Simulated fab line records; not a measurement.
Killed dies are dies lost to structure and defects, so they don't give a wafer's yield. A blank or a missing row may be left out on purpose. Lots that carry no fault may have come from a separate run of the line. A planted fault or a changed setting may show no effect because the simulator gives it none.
fab line records | flow n5_finfet
record: lots: 6 wafers: 18 last_day: 16
route steps=1938 shown DUMMY_GATE@238 BEOL_M4@1111 PASSIVATION@1936
lots that met no fault: taken from a fault-free run of the same line
start_h: the number of hours between the record's first day and the start of the first shown wafer of the lot | wait_h: how many hours have passed since the lot's step before this one | " same as the row above | L1.1+2: several wafers, shown together as one row | - value missing, or start not given | * or withheld: withheld | < > ~ a bound
route shown NAME@n: a module of which the file shows steps, and the number in the route of the first | usual: mean and standard deviation over wafers with no fault | same: alike in all rows | chamber/n: place in a boat | sites: the reading at each site | _std_site: standard deviation of those values | _edge_site: mean of outer sites minus mean of inner sites | radius_mm: for every site, how far away it sits from the centre of the wafer | mask NAME#n: copy n | behind: the most recent tool/chamber to have shaped the wafer | hold: reason for holding the lot/hours on hold/outcome of the hold | device: which transistor (n, p or np) failed to switch | end of line: the tests these same wafers got at the end of their route | for a step that has no rows: nothing shown but its recipe | killed: dies lost to structure and defects at the first sort, not the wafer's yield | map: the dies of a wafer, with x for killed, . for not killed, _ for no die there
set.NAME: the setting that was run; set.NAME@STEP: the one run at that earlier step | model.NAME: the simulator's own value behind a step, which no gauge read
lots at some steps of the route; a table a step, a row a wafer
services: the hour from which a tool's chamber was out of use, counted from the record's first day as start_h (under 0 if before that day), plus the number of hours and why
== steps ==
step: N5_DUMMY_GATE_STRIP_38
recipe: chemistry: N2/H2 temp_c: 40 n2_flow_sccm: 200 h2_flow_sccm: 200 rf_frequency_hz: 6e+07
step: N5_DUMMY_GATE_STRIP_39
recipe: chemistry: N2/H2 temp_c: 40 n2_flow_sccm: 200 h2_flow_sccm: 200 rf_frequency_hz: 6e+07
step: N5_DUMMY_GATE_TRIM_49
recipe: chemistry: O2 resist: SOC time_s: 29 target_cd_nm: 14 source_power_w: 300 bias_power_w: 0 O2_flow_sccm: 100 temp_c: 20
usual: drypump_motor_current_A: 6.0/0.36 oes_product_au: 1.003/0.022 temp_c: 20.00/0.11 throttle_valve_pct: 8.09/0.19
columns lot.wafer tool chamber start_h wait_h drypump_motor_current_A oes_product_au rf_hours_counter_h temp_c throttle_valve_pct
L806.1 rie_si-06 3 45.99 0.0 5.5 1.022 186 20.19 8.50
L806.4 " 3 " " 5.5 1.012 - 20.14 8.51
L806.6 " 1 " " 5.5 1.021 - 19.85 7.95
L809.1 rie_si-06 1 64.83 0.0 5.5 1.024 12 20.06 7.95
L809.3 " 3 " " 5.5 1.024 187 19.90 8.50
L809.4 " 0 " " 6.3 1.002 1 19.94 7.86
L820.3 rie_si-05 1 131.81 0.0 6.4 0.973 115 19.97 7.99
L820.5 " 0 " " 6.1 1.008 - 19.83 7.89
L820.6 " 1 " " 6.5 0.989 - 19.81 7.98
L822.1 rie_si-05 1 142.99 0.0 6.4 0.993 115 20.00 7.98
L822.5 " 1 " " 6.4 0.985 - 19.95 7.98
L822.6 " 2 " " 5.7 1.026 - 19.89 8.00
L825.1 rie_si-05 2 161.26 0.0 5.7 1.019 114 20.11 7.99
L825.2 " 0 " " 6.1 1.003 2 19.80 7.89
L825.3 " 1 " " 6.4 0.981 115 20.14 7.98
L828.3 rie_si-04 3 178.81 0.0 5.9 1.023 55 20.11 8.17
L828.4 " 1 " " 5.7 1.036 184 20.05 8.24
L828.5 " 0 " " 6.3 0.967 - 20.12 8.40
step: N5_DUMMY_GATE_STRIP_40
recipe: chemistry: CF4 resist: SiARC power_w: 300 bias_power_w: 75 pressure_mtorr: 50 cf4_flow_sccm: 150 rf_frequency_hz: 6e+07
step: N5_DUMMY_GATE_CD_MEAS_50
recipe: target_cd_nm: 14
usual: cd_nm: 14.0/0.42
columns lot.wafer tool chamber start_h wait_h cd_nm
L806.1 cd_sem-01 - 46.22 0.0 13.6
L806.4 " - " " 14.0
L806.6 " - " " 13.8
L809.1 cd_sem-02 - 65.07 0.0 14.8
L809.3 " - " " 14.4
L809.4 " - " " 14.0
L820.3 cd_sem-02 - 131.97 0.0 14.0
L820.5 " - " " 14.4
L820.6 " - " " 13.6
L822.1 cd_sem-01 - 143.27 0.0 14.3
L822.5 " - " " 13.7
L822.6 " - " " 14.5
L825.1 cd_sem-02 - 161.40 0.0 13.8
L825.2 " - " " 14.1
L825.3 " - " " 13.2
L828.3 cd_sem-01 - 178.99 0.0 13.4
L828.4 " - " " 13.3
L828.5 " - " " 13.8
step: N5_DUMMY_GATE_ETCH_31
recipe: chemistry: C4F6/O2 target: SiO2 mask_material: SOC target_depth_a: 825 time_s: 27.5 ion_energy_ev: 250 pressure_mtorr: 30 source_w: 345 bias_w: 185 Ar_flow_sccm: 300 C4F6_flow_sccm: 10 O2_flow_sccm: 10
usual: bias_w: 185.0/0.53 drypump_motor_current_A: 5.7/0.42 oes_ar_750_au: 0.76/0.05 oes_product_au: 0.76/0.054 rf_vpp_V: 665/8.8 showerhead_plenum_p_Torr: 2.85/0.071 throttle_valve_pct: 21.20/0.17
columns lot.wafer tool chamber start_h wait_h bias_w drypump_motor_current_A oes_ar_750_au oes_product_au rf_hours_counter_h rf_vpp_V showerhead_plenum_p_Torr throttle_valve_pct
L806.1 rie_diel-04 3 46.47 0.2 185.6 5.3 0.72 0.73 206 673 2.84 20.97
L806.4 " 2 " " 184.9 6.2 0.77 0.77 - 661 2.88 21.44
L806.6 " 0 " " 185.2 5.2 0.74 0.75 - 671 2.75 21.25
L809.1 rie_diel-04 2 65.23 0.2 184.3 6.2 0.76 0.77 124 663 2.88 21.46
L809.3 " 0 " " 185.6 5.2 0.75 0.76 155 672 2.75 21.27
L809.4 " 3 " " 184.1 5.3 0.73 0.72 - 674 2.84 20.98
L820.3 rie_diel-04 3 132.01 0.0 184.1 5.3 0.71 0.70 234 674 2.83 21.01
L820.5 " 2 " " 185.6 6.2 0.74 0.74 - 662 2.86 21.50
L820.6 " 1 " " 185.2 5.2 0.88 0.90 - 677 2.92 21.20
L822.1 rie_diel-05 3 143.36 0.1 184.9 6.1 0.80 0.80 87 657 2.77 21.13
L822.5 " 2 " " 185.8 5.3 0.74 0.72 - 651 2.95 21.00
L822.6 " 0 " " 184.5 6.1 0.85 0.85 - 668 2.88 21.22
L825.1 rie_diel-02 2 161.45 0.0 184.3 6.2 0.74 0.73 164 667 2.94 21.20
L825.2 " 1 " " 184.9 6.0 0.78 0.78 107 667 2.76 21.51
L825.3 " 0 " " 185.8 5.8 0.73 0.73 201 675 2.82 21.33
L828.3 rie_diel-04 1 179.13 0.1 185.3 5.2 0.86 0.87 38 678 2.91 21.22
L828.4 " 0 " " 185.3 5.2 0.71 0.73 192 673 2.73 21.34
L828.5 " 3 " " 185.7 5.3 0.70 0.70 - 673 2.82 21.02
step: N5_DUMMY_GATE_STRIP_41
recipe: chemistry: O2 power_w: 400 temp_c: 40 pressure_mtorr: 30 rf_frequency_hz: 6e+07 bias_power_w: 0 overash_fraction: 0.3 o2_flow_sccm: 225
step: N5_DUMMY_GATE_HM_OPEN_21
recipe: chemistry: CH3F/O2 target: SiNx target_depth_a: 1200 Ar_flow_sccm: 150 CH3F_flow_sccm: 30 O2_flow_sccm: 23 time_s: 171.4 pressure_mtorr: 30 source_w: 395 bias_w: 73 ion_energy_ev: 120.7
step: N5_DUMMY_GATE_ETCH_32
recipe: chemistry: CF4 target: SiO2 target_depth_a: 35 time_s: 3.9 ion_energy_ev: 350 pressure_mtorr: 10 icp_w: 800 bias_w: 400 cf4_flow_sccm: 80
usual: bias_w: 400.0/1.2 drypump_motor_current_A: 6.0/0.37 oes_product_au: 0.999/0.023 throttle_valve_pct: 21.7/0.31
columns lot.wafer tool chamber start_h wait_h bias_w drypump_motor_current_A oes_product_au rf_hours_counter_h throttle_valve_pct
L806.1 rie_si-04 2 46.72 0.1 399.9 6.7 0.967 7 21.7
L806.4 " 3 " " 400.4 5.9 1.016 53 21.8
L806.6 " 0 " " 400.4 6.2 0.979 - 21.9
L809.1 rie_si-05 2 65.48 0.1 398.6 5.7 1.011 112 21.4
L809.3 " 3 " " 399.3 6.2 0.997 106 21.8
L809.4 " 1 " " 400.6 6.4 0.983 114 21.4
L820.3 rie_si-05 2 132.25 0.1 397.1 5.7 1.025 113 21.4
L820.5 " 0 " " 400.3 6.1 1.031 - 21.3
L820.6 " 1 " " 399.8 6.4 0.979 - 21.4
L822.1 rie_si-04 1 143.62 0.1 400.6 5.7 1.028 183 21.8
L822.5 " 2 " " 400.5 6.7 0.951 - 21.7
L822.6 " 1 " " 397.9 5.7 1.031 - 21.8
L825.1 rie_si-06 3 161.70 0.1 399.0 5.5 0.997 188 22.1
L825.2 " 0 " " 401.2 6.3 0.985 3 21.4
L825.3 " 2 " " 399.9 5.8 0.990 4 22.3
L828.3 rie_si-04 2 179.37 0.1 399.2 6.7 0.960 9 21.7
L828.4 " 3 " " 400.5 5.9 1.022 55 21.8
L828.5 " 3 " " 398.1 5.9 1.032 - 21.8
step: N5_DUMMY_GATE_ETCH_23
recipe: chemistry: HBr/Cl2/O2 HBr_flow_sccm: 150 Cl2_flow_sccm: 80 O2_flow_sccm: 12 bias_w: 102 target_depth_a: 410 time_s: 22.3 target: poly-Si mask_material: SiO2 pressure_mtorr: 10 icp_w: 800
usual: bias_w: 101.98/0.29 drypump_motor_current_A: 6.0/0.38 oes_product_au: 1.002/0.023 throttle_valve_pct: 37.1/0.38
columns lot.wafer tool chamber start_h wait_h bias_w drypump_motor_current_A oes_product_au rf_hours_counter_h throttle_valve_pct
L806.1 rie_si-04 2 46.75 0.0 101.17 6.7 0.971 7 37.2
L806.4 " 3 " " 101.92 5.9 1.019 53 37.1
L806.6 " 0 " " 102.12 6.3 0.983 - 37.5
L809.1 rie_si-05 2 65.51 0.0 101.94 5.7 1.030 112 36.7
L809.3 " 3 " " 102.22 6.2 0.991 106 37.3
L809.4 " 1 " " 101.91 6.5 0.980 114 36.6
L820.3 rie_si-05 2 132.29 0.0 101.96 5.7 1.026 113 36.7
L820.5 " 0 " " 102.30 6.1 1.016 - 36.8
L820.6 " 1 " " 101.87 6.4 0.984 - 36.6
L822.1 rie_si-04 1 143.65 0.0 102.04 5.7 1.038 183 37.1
L822.5 " 2 " " 102.13 6.7 0.974 - 37.2
L822.6 " 1 " " 101.64 5.7 1.043 - 37.1
L825.1 rie_si-06 3 161.73 0.0 102.06 5.5 1.015 188 37.8
L825.2 " 0 " " 101.60 6.3 0.994 3 36.8
L825.3 " 2 " " 102.02 5.9 1.004 4 37.6
L828.3 rie_si-04 2 179.41 0.0 102.16 6.7 0.957 9 37.2
L828.4 " 3 " " 101.93 5.9 1.015 55 37.1
L828.5 " 3 " " 102.01 5.9 1.033 - 37.1
step: N5_DUMMY_GATE_ETCH_44
recipe: chemistry: HBr/O2 over_etch_frac: 0.7 target_depth_a: 1275 stop_on: SiO2 ion_energy_ev: 60 bias_w: 20 target: poly-Si mask_material: SiO2 pressure_mtorr: 20 icp_w: 400 HBr_flow_sccm: 120 O2_flow_sccm: 10
usual: bias_w: 20.00/0.055 drypump_motor_current_A: 6.0/0.37 oes_product_au: 0.729/0.017 throttle_valve_pct: 18.40/0.28
columns lot.wafer tool chamber start_h wait_h bias_w drypump_motor_current_A oes_product_au rf_hours_counter_h throttle_valve_pct
L806.1 rie_si-04 2 46.81 0.0 19.94 6.8 0.705 7 18.32
L806.4 " 3 " " 20.03 5.9 0.739 53 18.43
L806.6 " 0 " " 20.04 6.3 0.709 - 18.76
L809.1 rie_si-05 2 65.57 0.0 19.95 5.7 0.733 112 18.20
L809.3 " 3 " " 20.13 6.2 0.713 106 18.53
L809.4 " 1 " " 19.97 6.4 0.720 114 18.07
L820.3 rie_si-05 2 132.34 0.0 20.03 5.7 0.754 113 18.18
L820.5 " 0 " " 20.01 6.1 0.746 - 18.07
L820.6 " 1 " " 20.04 6.4 0.725 - 18.05
L822.1 rie_si-04 1 143.71 0.0 20.02 5.7 0.756 183 18.41
L822.5 " 2 " " 20.04 6.7 0.726 - 18.33
L822.6 " 1 " " 20.05 5.7 0.757 - 18.41
L825.1 rie_si-06 3 161.79 0.0 19.86 5.5 0.747 188 19.01
L825.2 " 0 " " 19.96 6.3 0.708 3 18.17
L825.3 " 2 " " 19.99 5.9 0.725 4 18.68
L828.3 rie_si-04 2 179.46 0.0 20.01 6.7 0.704 9 18.33
L828.4 " 3 " " 19.93 5.9 0.739 55 18.45
L828.5 " 3 " " 20.00 5.9 0.735 - 18.46
step: N5_DUMMY_GATE_CD_MEAS_24
recipe: target_cd_nm: 15
usual: cd_nm: 15.0/0.43
columns lot.wafer tool chamber start_h wait_h cd_nm
L806.1 cd_sem-03 - 46.92 0.1 14.4
L806.4 " - " " 15.1
L806.6 " - " " 14.3
L809.1 cd_sem-03 - 65.68 0.1 15.2
L809.3 " - " " 14.9
L809.4 " - " " 15.4
L820.3 cd_sem-03 - 132.46 0.1 15.2
L820.5 " - " " 14.9
L820.6 " - " " 14.7
L822.1 cd_sem-03 - 143.83 0.1 15.0
L822.5 " - " " 14.7
L822.6 " - " " 15.1
L825.1 cd_sem-01 - 161.90 0.1 15.3
L825.2 " - " " 15.2
L825.3 " - " " 14.3
L828.3 cd_sem-03 - 179.58 0.1 14.4
L828.4 " - " " 14.3
L828.5 " - " " 15.3
step: N5_DUMMY_GATE_ETCH_42
recipe: chemistry: CHF3/O2 target: SiO2 target_depth_a: 35 time_s: 31 ion_energy_ev: 30 bias_w: 12 pressure_mtorr: 30 source_w: 600 Ar_flow_sccm: 200 CHF3_flow_sccm: 50 O2_flow_sccm: 5
usual: bias_w: 12.00/0.032 drypump_motor_current_A: 5.8/0.4 oes_ar_750_au: 0.76/0.053 oes_product_au: 0.77/0.057 rf_vpp_V: 42.3/1 showerhead_plenum_p_Torr: 2.42/0.062 throttle_valve_pct: 18.84/0.15
columns lot.wafer tool chamber start_h wait_h bias_w drypump_motor_current_A oes_ar_750_au oes_product_au rf_hours_counter_h rf_vpp_V showerhead_plenum_p_Torr throttle_valve_pct model.etch.depth_nm
L806.1 rie_diel-05 3 46.99 0.1 11.96 6.1 0.84 0.84 58 41.2 2.35 18.70 3.562
L806.4 " 1 " " 11.93 6.3 0.71 0.71 - 42.4 2.50 18.72 3.459
L806.6 " 3 " " 12.01 6.1 0.84 0.84 - 43.3 2.36 18.69 3.531
L809.1 rie_diel-02 0 65.73 0.0 11.99 5.8 0.74 0.76 170 40.9 2.40 18.94 3.469
L809.3 " 1 " " 11.99 6.0 0.81 0.81 77 43.1 2.34 19.06 3.558
L809.4 " 2 " " 11.97 6.3 0.76 0.76 138 43.5 2.50 18.84 3.5
L820.3 rie_diel-05 1 132.71 0.2 9.63 6.3 0.70 0.67 217 34.5 2.49 18.77 3.323
L820.5 " 3 " " 9.61 6.1 0.81 0.79 - 34.8 2.35 18.77 3.433
L820.6 " 0 " " 9.56 6.1 0.84 0.84 - 36.8 2.44 18.88 3.423
L822.1 rie_diel-05 2 143.87 0.0 9.62 5.3 0.74 0.71 177 34.2 2.49 18.67 3.327
L822.5 " 2 " " 9.53 5.3 0.74 0.71 - 37.2 2.50 18.66 3.312
L822.6 " 0 " " 9.60 6.1 0.85 0.83 - 35.6 2.44 18.87 3.412
L825.1 rie_diel-02 2 161.95 0.0 12.07 6.2 0.73 0.73 165 43.0 2.49 18.87 3.506
L825.2 " 0 " " 12.02 5.7 0.72 0.74 201 43.5 2.39 18.98 3.496
L825.3 " 1 " " 12.02 6.0 0.78 0.78 108 42.8 2.33 19.09 3.53
L828.3 rie_diel-02 0 179.81 0.2 11.97 5.8 0.72 0.73 207 40.6 2.39 19.00 3.488
L828.4 " 3 " " 12.02 5.8 0.72 0.72 224 41.2 2.39 18.67 3.496
L828.5 " 3 " " 12.01 5.8 0.71 0.71 - 41.2 2.39 18.69 3.477
step: N5_DUMMY_GATE_STRIP_48
recipe: chemistry: N2/H2 time_s: 20 power_w: 100 temp_c: 40 pressure_mtorr: 100 rf_frequency_hz: 6e+07 bias_power_w: 3 n2_flow_sccm: 300 h2_flow_sccm: 300
step: N5_BEOL_M4_RC_MEAS_101
usual: DIBL_N: 36.3/1.7 DIBL_P: 36.5/1.8 IOFF_N: 0.16/0.033 IOFF_P: 0.21/0.037 ION_N: 675/11 ION_P: 462/7.9 SS_N: 71.6/0.64 SS_P: 73.3/0.68 VT_N: 249/3.3 VT_P: -250/3.3
columns lot.wafer tool chamber start_h wait_h DIBL_N[mV/V] DIBL_P[mV/V] IOFF_N[nA/um] IOFF_P[nA/um] ION_N[uA/um] ION_P[uA/um] SS_N[mV/dec] SS_P[mV/dec] VT_N[mV] VT_P[mV]
L806.1 prober-01 0 159.31 0.0 35.6 37.3 0.15 0.20 666 452 71.2 73.1 252 -253
L806.4 " 0 " " 35.2 36.0 0.15 0.19 667 453 71.4 72.6 249 -252
L806.6 " 0 " " 36.0 37.2 0.15 0.20 661 453 72.1 73.0 253 -255
L809.1 prober-01 0 181.33 0.0 34.9 34.8 0.13 0.16 664 456 71.2 72.7 253 -254
L809.3 " 0 " " 33.9 33.9 0.11 0.14 660 451 70.9 72.4 255 -257
L809.4 " 0 " " 35.0 34.9 0.12 0.15 666 454 70.9 72.6 254 -254
L820.3 prober-01 0 254.00 0.3 36.9 36.9 0.18 0.27 688 476 71.6 73.2 246 -244
L820.5 " 0 " " 38.6 38.4 0.22 0.32 683 476 72.2 73.3 246 -241
L820.6 " 0 " " 37.9 38.2 0.20 0.30 678 472 72.1 73.5 247 -242
L822.1 prober-02 0 258.55 0.0 38.2 36.6 0.16 0.17 658 441 72.6 73.6 252 -257
L822.5 " 0 " " 37.6 36.9 0.15 0.18 673 458 71.5 73.1 252 -254
L822.6 " 0 " " 36.9 35.5 0.14 0.17 658 450 71.8 74.0 252 -255
L825.1 prober-01 0 267.45 0.0 35.8 34.5 0.14 0.20 665 465 71.5 71.9 254 -250
L825.2 " 0 " " 36.5 34.3 0.15 0.20 667 457 71.8 72.8 252 -249
L825.3 " 0 " " 38.4 38.6 0.19 0.27 675 465 72.3 73.7 249 -246
L828.3 prober-02 0 298.49 0.3 40.3 39.9 0.24 0.24 693 461 73.0 74.6 246 -254
L828.4 " 0 " " 40.2 39.7 0.24 0.24 703 466 72.2 74.6 243 -249
L828.5 " 0 " " 36.1 35.1 0.14 0.17 676 458 71.3 72.9 251 -250
step: N5_PASSIVATION_PROBE_49
usual: defect_limited_yield: 91.3/1.5 killed_at_M0_to_M3: 34/9.4 killed_at_M4_up: 13/5.3 killed_at_contacts: 13/5.7 killed_at_front_end: 40/10 killed_at_other: 3.7/2.8 killed_dies: 103/17 killed_open: 67/13 killed_short: 35/8.5 sort_bin_5_function: 5.0/0.98 sort_bin_6_memory: 3.3/0.7 sort_bin_8_speed: 0.00/0.007 sort_n_pass: 1077/17 sort_yield_pct: 91.3/1.5
same: gross_dies: 1180 killed_at_back_side: 0 sort_bin_4_leakage[%]: 0
columns lot.wafer tool chamber start_h wait_h defect_limited_yield[%] killed_at_M0_to_M3 killed_at_M4_up killed_at_contacts killed_at_front_end killed_at_other killed_dies killed_open killed_short sort_bin_5_function[%] sort_bin_6_memory[%] sort_bin_8_speed[%] sort_n_pass sort_yield_pct[%]
L806.1 prober-01 - 261.51 0.0 91.2 38 10 9 46 1 104 70 34 4.7 3.7 0 1076 91.2
L806.4 prober-01 - 261.66 0.2 90.5 29 15 15 47 6 112 74 38 6.0 3.1 0 1068 90.5
L806.6 prober-01 - 261.76 0.3 90.2 39 10 22 44 1 116 68 46 5.4 4.1 0 1064 90.2
L809.1 prober-02 - 285.23 0.0 87.5 68 19 16 42 3 148 95 53 7.5 4.6 0 1032 87.5
L809.3 prober-02 - 285.33 0.1 90.5 36 10 18 47 1 112 72 38 5.9 3.1 0 1068 90.5
L809.4 prober-02 - 285.38 0.2 90.8 45 12 13 37 2 109 67 40 6.4 2.7 0 1071 90.8
L820.3 prober-02 - 353.27 0.1 91.1 33 12 5 54 1 105 62 40 4.5 3.7 0 1075 91.1
L820.5 prober-02 - 353.37 0.2 91.9 29 10 12 38 7 96 58 38 4.7 3.2 0 1084 91.9
L820.6 prober-02 - 353.42 0.3 91.2 30 12 6 52 4 104 65 36 5.0 3.5 0 1076 91.2
L825.1 prober-02 - 369.78 0.0 92.4 29 10 22 28 1 90 66 24 3.7 3.8 0 1090 92.4
L825.2 prober-02 - 369.83 0.1 92.5 25 7 9 40 7 88 52 35 4.2 2.6 0 1092 92.5
L825.3 prober-02 - 369.88 0.1 91.8 39 5 15 36 2 97 63 34 5.0 2.8 0 1083 91.8
L828.3 prober-01 - 392.99 0.1 92.6 22 1 10 43 11 87 63 24 4.4 3.0 0 1093 92.6
L828.4 prober-01 - 393.04 0.2 91.4 41 12 15 30 4 102 66 36 4.7 3.4 0 1078 91.4
L828.5 prober-01 - 393.09 0.2 90.0 50 14 11 32 11 118 82 36 5.3 4.4 0 1062 90.0
killed by level:class
L806.1 BEOL_M0_SAQP:geometric_particle:open=15 FIN_SAQP:geometric_particle:open=14 FIN_SAQP:geometric_particle:short=8 BEOL_M4:geometric_particle:open=7 BEOL_M1:geometric_particle:open=6 BEOL_M2:geometric_particle:open=6 GATE_CUT:geometric_particle:short=5 MOL_CONTACT_COAG:geometric_particle:open=5
L806.4 FIN_SAQP:geometric_particle:open=14 MOL_CONTACT_COAG:geometric_particle:open=13 BEOL_M4:geometric_particle:open=10 BEOL_M1:geometric_particle:open=7 GATE_CUT:geometric_particle:short=6 BEOL_M0:geometric_particle:open=5 BEOL_M3:geometric_particle:short=5 FIN_SAQP:geometric_particle:short=4
L806.6 MOL_CONTACT_COAG:geometric_particle:open=17 FIN_SAQP:geometric_particle:open=14 FIN_SAQP:geometric_particle:short=12 BEOL_M3:geometric_particle:open=10 BEOL_M1:geometric_particle:open=9 BEOL_M0_SAQP:geometric_particle:short=8 MOL_CONTACT_COAG:geometric_particle:short=5 GATE_CUT:geometric_particle:short=4
L809.1 BEOL_M0_SAQP:geometric_particle:open=19 BEOL_M0_SAQP:geometric_particle:short=18 BEOL_M3:geometric_particle:open=17 FIN_SAQP:geometric_particle:short=15 MOL_CONTACT_COAG:geometric_particle:open=13 BEOL_M4:geometric_particle:open=9 GATE_CUT:geometric_particle:open=7 DUMMY_GATE:geometric_particle:open=6
L809.3 FIN_SAQP:geometric_particle:open=20 MOL_CONTACT_COAG:geometric_particle:open=15 BEOL_M3:geometric_particle:open=12 STI_FIN_REVEAL:geometric_particle:open=9 FIN_SAQP:geometric_particle:short=8 BEOL_M3:geometric_particle:short=7 BEOL_M1:geometric_particle:short=5 MOL_CONTACT_COAG:geometric_particle:short=3
L809.4 BEOL_M3:geometric_particle:open=14 FIN_SAQP:geometric_particle:open=11 MOL_CONTACT_COAG:geometric_particle:open=11 BEOL_M0_SAQP:geometric_particle:short=10 BEOL_M0_SAQP:geometric_particle:open=8 FIN_SAQP:geometric_particle:short=6 BEOL_M3:geometric_particle:short=6 STI_FIN_REVEAL:geometric_particle:open=4
L820.3 FIN_SAQP:geometric_particle:short=16 FIN_SAQP:geometric_particle:open=13 BEOL_M0_SAQP:geometric_particle:short=10 BEOL_M0_SAQP:geometric_particle:open=6 BEOL_M1:geometric_particle:open=6 BEOL_M2:geometric_particle:open=5 DUMMY_GATE:geometric_particle:open=4 MOL_CONTACT_COAG:geometric_particle:open=4
L820.5 FIN_SAQP:geometric_particle:open=11 MOL_CONTACT_COAG:geometric_particle:open=10 FIN_SAQP:geometric_particle:short=8 STI_FIN_REVEAL:geometric_particle:open=6 BEOL_M0_SAQP:geometric_particle:short=6 BEOL_M2:geometric_particle:open=5 BEOL_M0_SAQP:geometric_particle:open=5 BEOL_M3:geometric_particle:open=5
L820.6 FIN_SAQP:geometric_particle:open=15 FIN_SAQP:geometric_particle:short=10 STI_FIN_REVEAL:geometric_particle:open=9 BEOL_M1:geometric_particle:open=7 BEOL_M0_SAQP:geometric_particle:short=6 STARTING-WAFER:geometric_particle:short=5 MOL_CONTACT_COAG:geometric_particle:open=4 BEOL_M0_SAQP:geometric_particle:open=4
L825.1 MOL_CONTACT_COAG:geometric_particle:open=21 BEOL_M2:geometric_particle:open=9 BEOL_M0_SAQP:geometric_particle:open=8 FIN_SAQP:geometric_particle:short=6 FIN_SAQP:geometric_particle:open=5 DUMMY_GATE:geometric_particle:open=5 BEOL_M0_SAQP:geometric_particle:short=5 GATE_CUT:geometric_particle:short=4
L825.2 STI_FIN_REVEAL:geometric_particle:open=13 STI_FIN_REVEAL:geometric_particle:short=6 BEOL_M2:geometric_particle:open=6 MOL_CONTACT_COAG:geometric_particle:open=6 BEOL_M1:geometric_particle:open=6 FIN_SAQP:geometric_particle:short=4 FIN_SAQP:geometric_particle:open=3 GATE_CUT:geometric_particle:short=3
L825.3 BEOL_M3:geometric_particle:open=11 STI_FIN_REVEAL:geometric_particle:open=10 MOL_CONTACT_COAG:geometric_particle:open=10 BEOL_M0_SAQP:geometric_particle:short=7 FIN_SAQP:geometric_particle:short=6 BEOL_M0_SAQP:geometric_particle:open=6 STARTING-WAFER:geometric_particle:short=6 FIN_SAQP:geometric_particle:open=5
L828.3 STI_FIN_REVEAL:geometric_particle:open=14 MOL_CONTACT_COAG:geometric_particle:open=9 BEOL_M3:geometric_particle:open=7 DUMMY_GATE:geometric_particle:open=5 BEOL_M2:geometric_particle:open=5 FIN_SAQP:geometric_particle:open=4 BEOL_M0_SAQP:geometric_particle:open=4 FIN_SAQP:geometric_particle:short=3
L828.4 MOL_CONTACT_COAG:geometric_particle:open=12 BEOL_M0_SAQP:geometric_particle:short=12 BEOL_M1:geometric_particle:open=10 STI_FIN_REVEAL:geometric_particle:open=6 BEOL_M0_SAQP:geometric_particle:open=6 BEOL_M3:geometric_particle:open=6 FIN_SAQP:geometric_particle:open=5 GATE_CUT:geometric_particle:short=4
L828.5 BEOL_M0_SAQP:geometric_particle:open=11 BEOL_M3:geometric_particle:open=10 MOL_CONTACT_COAG:geometric_particle:open=9 BEOL_M0_SAQP:geometric_particle:short=8 BEOL_M2:geometric_particle:open=8 FIN_SAQP:geometric_particle:open=7 BEOL_M1:geometric_particle:open=5 GATE_CUT:geometric_particle:short=4
== services ==
columns tool chamber start_h hours kind
rie_diel-05 0 35.38 14.7 repair
rie_si-06 2 43.79 8.1 repair
rie_diel-02 - 50.71 2.8 repair
rie_si-05 - 63.39 0.7 repair
rie_si-05 3 66.05 7.8 repair
rie_si-05 2 73.10 2.0 repair
rie_diel-05 1 75.65 12.2 repair
rie_si-06 - 81.40 2.8 pm
rie_diel-04 3 102.34 4.6 repair
rie_diel-02 2 104.30 10.3 repair
rie_diel-05 3 106.16 6.8 repair
rie_diel-05 1 139.32 17.3 repair
rie_diel-02 3 143.02 4.5 repair
rie_diel-04 0 150.47 3.8 repair
rie_diel-02 3 155.23 9.1 repair
rie_si-04 1 164.23 2.8 repair
== key ==
first_sign: step: N5_DUMMY_GATE_ETCH_42 reading: bias_w direction: down sigmas: 74 usual: * struck: *
effect: step: N5_DUMMY_GATE_ETCH_42 reading: rf_vpp_V direction: down sigmas: 6.7 usual: 42.3 struck: 35.5
model_effect: step: N5_DUMMY_GATE_ETCH_42 value: etch.depth_nm without: 3.459 struck: 3.372
met_at N5_DUMMY_GATE_ETCH_42
struck_wafers L820.3,L820.5,L820.6,L822.1,L822.5,L822.6
onset_between 46.99 132.71
fault: kind: process_parameter_drift tool: rie_diel-05 chamber: - onset_h: 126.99 steps: N5_DUMMY_GATE_ETCH_42 channel: bias_w offset: * shape: step end_h: 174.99 acts_in: * stated: *
